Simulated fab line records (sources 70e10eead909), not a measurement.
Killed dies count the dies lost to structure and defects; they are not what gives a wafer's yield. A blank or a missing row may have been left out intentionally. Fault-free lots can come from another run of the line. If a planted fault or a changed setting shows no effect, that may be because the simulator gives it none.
fab line records    flow nandHarc
[record] lots = 14  wafers = 42  lastDay = 24
route steps=1159 shown A_SGD_CUT@778 A_SLIT@779 A_WL_FILL@823 A_CONTACT@840
lots untouched by any fault: they come from a run of this same line in which no faults occurred
startH: hours from the record's opening day to when the first of the lot's shown wafers began    waitH: hours elapsed since this lot's preceding step    " repeats the value in the row above    L1.1+2: several wafers, shown together as one row    - no value, or no start was given    * or withheld: withheld    < > ~ a bound
route shown NAME@n: NAME is a module with steps in the file, n the number in the route of the first one    usual: mean/standard deviation of fault-free wafers    same: alike in all rows    chamber/n: place in a boat    sites: the reading at each site    _std_site: their standard deviation    _edge_site: the outer-site mean with the inner-site mean subtracted    radiusMm: how far each site lies from the wafer's centre    mask NAME#n: copy n    behind: tool/chamber where the wafer was last shaped    hold: why the lot was held/for how many hours/how that ended    device: transistor that didn't switch, given as n, p or np    end of line: tests run on the same wafers once the route is complete    a step with no rows: only its recipe    killed: the dies lost at the first sort to structure and to defects; this is not the yield of the wafer    map: the dies of a wafer, with x for killed, . for not killed, _ for no die there
set.NAME: the setting as run; set.NAME@STEP: as run at that earlier step    model.NAME: the simulator's own value behind a step, which no gauge read
route steps across a sampled set of lots; one table per step, one row per wafer
services: when a tool's chamber went out of use (startH, in hours from the record's first day, below 0 if earlier), for how many hours, and the reason
[[steps]]
[step NHARC_A_SGD_CUT_INSPECT_25]
[usual] rawDefectCount = 312/75
lot.wafer  tool              chamber  startH  waitH  rawDefectCount
L719.4     defectInspect-01  -        312.00  -      276
L719.5     "                 -        "       "      310
L719.6     "                 -        "       "      316
L717.2     defectInspect-01  -        312.01  -      588
L717.4     "                 -        "       "      283
L717.6     "                 -        "       "      420
L718.1     defectInspect-01  -        325.27  -      250
L718.2     "                 -        "       "      268
L718.6     "                 -        "       "      233
L723.4     defectInspect-02  -        341.73  -      278
L723.5     "                 -        "       "      334
L723.6     "                 -        "       "      363
L726.1     defectInspect-02  -        373.79  -      293
L726.2     "                 -        "       "      286
L726.3     "                 -        "       "      253
L729.3     defectInspect-01  -        382.56  -      437
L729.4     "                 -        "       "      275
L729.5     "                 -        "       "      476
L728.1     defectInspect-01  -        382.68  -      399
L728.2     "                 -        "       "      374
L728.5     "                 -        "       "      322
L733.1     defectInspect-01  -        402.86  -      265
L733.5     "                 -        "       "      334
L733.6     "                 -        "       "      267
L735.1     defectInspect-02  -        419.10  -      303
L735.3     "                 -        "       "      256
L735.5     "                 -        "       "      227
L737.2     defectInspect-02  -        430.38  -      369
L737.4     "                 -        "       "      274
L737.5     "                 -        "       "      310
L736.2     defectInspect-02  -        430.41  -      295
L736.3     "                 -        "       "      256
L736.6     "                 -        "       "      273
L739.2     defectInspect-02  -        443.13  -      372
L739.4     "                 -        "       "      411
L739.5     "                 -        "       "      361
L738.1     defectInspect-01  -        443.14  -      328
L738.4     "                 -        "       "      253
L738.5     "                 -        "       "      292
L740.1     defectInspect-02  -        443.21  -      288
L740.2     "                 -        "       "      322
L740.3     "                 -        "       "      441
[step NHARC_A_SLIT_DEP_25]
[recipe] targetThkA = 2000  tempC = 400  pressureTorr = 6.5  rfW = 900  teosFlowSccm = 161.4  flowSccm = 2650  targetThkNm = 200  gas = O2  material = SiO2
[usual] heaterPowerW = 523/61  throttleValvePct = 16.1/0.53
lot.wafer  tool      chamber  startH  waitH  heaterPowerW  throttleValvePct
L719.5     pecvd-03  1        312.19  0.2    509           16.4
L719.6     "         2        "       "      442           15.8
L719.4     "         0        "       "      525           16.1
L717.2     pecvd-02  2        312.25  0.2    467           15.8
L717.4     "         2        "       "      482           15.8
L717.6     "         0        "       "      566           16.7
L718.1     pecvd-02  2        325.34  0.1    434           16.0
L718.2     "         1        "       "      526           16.3
L718.6     "         2        "       "      440           15.4
L723.6     pecvd-03  1        341.91  0.2    603           16.5
L723.4     "         2        "       "      496           16.1
L723.5     "         0        "       "      485           16.3
L726.1     pecvd-04  1        373.86  0.1    598           15.6
L726.3     "         2        "       "      532           17.2
L726.2     "         0        "       "      618           15.7
L729.3     pecvd-02  0        382.66  0.1    588           16.4
L729.4     "         0        "       "      459           16.3
L729.5     "         1        "       "      601           15.6
L728.1     pecvd-02  1        383.09  0.4    556           15.5
L728.2     "         0        "       "      563           16.5
L728.5     "         0        "       "      548           16.6
L733.1     pecvd-04  1        402.93  0.1    548           15.7
L733.5     "         1        "       "      566           15.4
L733.6     "         0        "       "      545           15.7
L735.1     pecvd-02  2        419.19  0.1    473           15.2
L735.3     "         0        "       "      534           16.6
L735.5     "         1        "       "      474           15.6
L737.2     pecvd-04  1        430.49  0.1    472           15.8
L737.4     "         0        "       "      573           15.8
L737.5     "         2        "       "      415           16.6
L736.2     pecvd-03  2        430.52  0.1    493           16.1
L736.3     "         0        "       "      530           16.4
L736.6     "         2        "       "      361           15.9
L739.2     pecvd-02  0        443.27  0.1    524           16.4
L739.4     "         1        "       "      615           15.7
L739.5     "         2        "       "      478           15.3
L740.3     pecvd-04  0        443.27  0.1    553           15.8
L740.1     "         1        "       "      463           15.9
L740.2     "         2        "       "      556           16.7
L738.1     pecvd-03  0        443.29  0.1    537           16.5
L738.5     "         1        "       "      582           17.1
L738.4     "         0        "       "      554           16.5
[step NHARC_A_WL_FILL_ETCHBACK_16]
[recipe] targetDepthA = 880  timeS = 17.6  c4f8FlowSccm = withheld  o2FlowSccm = 8  arFlowSccm = withheld  rfW = 600  biasW = 800  chemistry = C4F8/O2/Ar
[usual] oesProductAu = 0.977/0.027  rfVppV = 721/4.6
lot.wafer  tool        chamber  startH  waitH  oesProductAu  rfHoursCounterH  rfVppV
L719.6     rieDiel-06  1        -       -      0.996         -                728
L719.5     "           2        "       "      0.982         -                719
L719.4     "           0        "       "      0.997         -                722
L718.2     rieDiel-07  0        -       -      1.005         3.1              716
L718.1     "           2        "       "      0.988         2.4              727
L718.6     "           3        "       "      1.003         -                718
L717.2     rieDiel-06  1        -       -      0.989         5.6              729
L717.4     "           1        "       "      0.990         -                727
L717.6     "           2        "       "      0.974         -                720
L723.4     rieDiel-06  2        -       -      0.980         6.6              720
L723.6     "           2        "       "      0.980         -                719
L723.5     "           3        "       "      0.991         -                725
L726.3     rieDiel-06  0        -       -      0.996         9.0              723
L726.2     "           2        "       "      0.989         9.3              722
L726.1     "           3        "       "      0.987         7.2              725
L728.2     rieDiel-01  3        -       -      0.981         3.6              729
L728.1     "           2        "       "      0.974         3.3              717
L728.5     "           0        "       "      0.967         -                718
L729.3     rieDiel-07  3        -       -      1.006         0.4              717
L729.4     "           0        "       "      0.982         0.4              717
L729.5     "           3        "       "      0.989         -                718
L733.1     rieDiel-01  2        -       -      1.000         3.8              717
L733.5     "           0        "       "      1.006         -                718
L733.6     "           1        "       "      1.002         -                718
L735.3     rieDiel-07  1        -       -      0.973         0.8              719
L735.1     "           2        "       "      0.972         0.9              727
L735.5     "           0        "       "      0.981         -                715
L736.2     rieDiel-01  3        -       -      0.924         5.6              728
L736.3     "           1        "       "      0.936         5.2              716
L736.6     "           0        "       "      0.916         -                718
L737.4     rieDiel-07  1        -       -      0.996         1.2              721
L737.2     "           2        "       "      0.983         1.3              727
L737.5     "           0        "       "      0.972         -                717
L739.4     rieDiel-01  1        -       -      0.936         5.6              717
L739.2     "           3        "       "      0.923         6.0              729
L739.5     "           0        "       "      0.923         -                718
L738.1     rieDiel-07  3        -       -      0.998         1.5              717
L738.4     "           0        "       "      0.978         1.4              716
L738.5     "           1        "       "      0.976         -                721
L740.2     rieDiel-07  2        -       -      0.989         1.6              728
L740.1     "           0        "       "      0.986         1.5              717
L740.3     "           1        "       "      0.985         1.5              720
[step NHARC_A_CONTACT_DEP_24]
[recipe] targetThkA = 5000  tempC = 400  pressureTorr = 6.5  rfW = 900  teosFlowSccm = 161.4  flowSccm = 2650  targetThkNm = 500  gas = O2  material = SiO2
[usual] heaterPowerW = 536/69  throttleValvePct = 16.0/0.52
lot.wafer  tool      chamber  startH  waitH  heaterPowerW  throttleValvePct
L719.6     pecvd-02  0        362.23  0.4    593           16.4
L719.4     "         1        "       "      535           15.4
L719.5     "         2        "       "      427           15.0
L717.2     pecvd-04  2        373.33  0.2    484           16.9
L717.4     "         0        "       "      585           15.8
L717.6     "         2        "       "      496           17.2
L718.2     pecvd-01  0        378.06  0.1    474           15.6
L718.1     "         1        "       "      683           16.2
L718.6     "         2        "       "      558           15.9
L723.4     pecvd-04  2        397.27  0.3    534           16.4
L723.6     "         0        "       "      626           15.5
L723.5     "         1        "       "      531           15.6
L723.4     pecvd-04  2        398.09  -      539           16.6
L723.6     "         0        "       "      627           15.5
L723.5     "         1        "       "      552           15.6
L726.3     pecvd-04  0        422.16  0.4    519           15.9
L726.2     "         1        "       "      529           15.8
L726.1     "         2        "       "      498           16.8
L729.3     pecvd-02  2        433.80  0.1    445           15.4
L729.5     "         2        "       "      477           15.2
L729.4     "         0        "       "      589           16.6
L729.3     pecvd-02  2        434.40  -      456           15.1
L729.5     "         2        "       "      462           15.2
L729.4     "         0        "       "      587           16.8
L728.1     pecvd-04  0        440.07  0.1    527           15.6
L728.2     "         2        "       "      463           16.5
L728.5     "         0        "       "      561           15.4
L733.1     pecvd-02  1        446.77  0.1    507           15.5
L733.5     "         1        "       "      545           15.7
L733.6     "         2        "       "      429           15.2
L735.3     pecvd-04  2        463.97  0.1    450           16.7
L735.1     "         0        "       "      514           15.8
L735.5     "         0        "       "      561           15.7
L736.3     pecvd-01  1        474.11  0.2    548           16.3
L736.2     "         0        "       "      580           15.6
L736.6     "         2        "       "      566           16.4
L737.2     pecvd-02  1        475.39  0.1    530           15.8
L737.4     "         1        "       "      557           15.7
L737.5     "         2        "       "      484           15.3
L738.1     pecvd-02  2        485.48  0.1    446           15.5
L738.5     "         2        "       "      479           15.5
L738.4     "         0        "       "      587           16.7
L739.2     pecvd-01  0        489.85  0.2    644           15.5
L739.5     "         2        "       "      595           16.2
L739.4     "         0        "       "      649           15.6
L740.2     pecvd-04  0        493.98  0.1    519           15.9
L740.3     "         1        "       "      467           15.7
L740.1     "         2        "       "      521           17.0
[[services]]
tool        chamber  startH  hours  kind
pecvd-03    -        292.37  13.0   pm
rieDiel-01  -        314.82  9.0    pm
rieDiel-06  2        321.23  2.6    repair
rieDiel-07  2        328.26  18.7   repair
pecvd-01    0        328.75  6.2    repair
pecvd-02    0        332.26  5.2    repair
pecvd-02    -        334.24  13.0   pm
pecvd-02    1        334.24  13.0   ventCycle
pecvd-02    2        334.24  13.0   ventCycle
rieDiel-06  3        336.07  35.7   repair
pecvd-02    0        347.24  -      clean
pecvd-02    1        347.24  -      clean
pecvd-04    -        376.24  13.0   pm
rieDiel-06  -        381.89  0.5    repair
rieDiel-01  3        391.06  2.8    repair
rieDiel-07  2        393.93  6.5    repair
rieDiel-07  -        405.20  9.0    pm
rieDiel-06  -        418.49  9.0    pm
pecvd-01    -        418.61  13.0   pm
pecvd-03    -        473.37  13.0   pm
pecvd-04    -        478.30  5.0    repair
rieDiel-06  3        480.44  8.1    repair
pecvd-03    -        487.46  0.3    repair
rieDiel-01  -        491.82  9.0    pm
[[key]]
[firstSign] step = NHARC_A_CONTACT_DEP_24  reading = visit  direction = added
effect none on later readings
metAt NHARC_A_CONTACT_DEP_24
struckLots L723,L729
testerLeftOut L723,L729
notActingAt NHARC_A_SGD_CUT_INSPECT_25,NHARC_A_SLIT_DEP_25,NHARC_A_WL_FILL_ETCHBACK_16
[fault] kind = repeatedStepWhole  tool = pecvd-01,pecvd-02,pecvd-04  chamber = -  onsetH = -  steps = NHARC_A_CONTACT_DEP_24  times = 1  scope = struckLotsOnly
// testerLeftOut: of these lots the tester's yield and bins aren't shown, on N5 and GAA mostly nor the transistor test; their killed dies are dies lost to structure and defects alone, not to doping, threshold or leakage, so they don't give the yield
